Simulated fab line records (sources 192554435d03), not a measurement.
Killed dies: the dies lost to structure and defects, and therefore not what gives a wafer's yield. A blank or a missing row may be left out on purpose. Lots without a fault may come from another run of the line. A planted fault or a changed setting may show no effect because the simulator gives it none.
Chamber matching	flow n5-finfet	N5_HKMG_FIN_ALD_36 on ald-metal-02: 4 sister chambers
The step deposits TiN, target thk 1 nm, pulse time 1 s, purge time 3 s. 4 wafers are shown with their chamber, then 8 later ones without.

## WAFERS WITH THEIR CHAMBER
wafer	chamber	heater-power-w (W)
L076.6	3	864
L081.3	2	817
L081.4	1	937
L087.1	0	869

## WAFERS MISSING THEIR CHAMBER
wafer	heater-power-w (W)
L087.2	861
L087.3	927
L089.2	926
L089.5	857
L089.6	843
L093.3	944
L093.5	837
L093.6	838

## WHICH CHAMBER EACH WENT THROUGH
wafer	from the rows above	in truth
L087.2	can't be placed: 3 or 0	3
L087.3	1	1
L089.2	1	1
L089.5	can't be placed: 3 or 0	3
L089.6	can't be placed: 3 or 0 or 2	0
L093.3	1	1
L093.5	can't be placed: 2 or 3 or 0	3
L093.6	can't be placed: 2 or 3 or 0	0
Correctly placed: 3 of 8. Not placeable from these rows: 5 (in 5, the candidates include the true chamber). Wrongly placed: 0.
How it was worked out, from the rows above alone: a wafer's distance from a chamber is the root of the sum, over the readings, of the square of ((its reading less the chamber's mean) divided by the reading's scatter). If the next closest chamber is less than 2 further off than the closest, the wafer can't be placed; otherwise it belongs to the closest. A chamber's mean is the mean of its shown wafers. The scatter: root of mean squared gap, hidden wafer to nearest shown wafer, with one shown wafer a chamber.
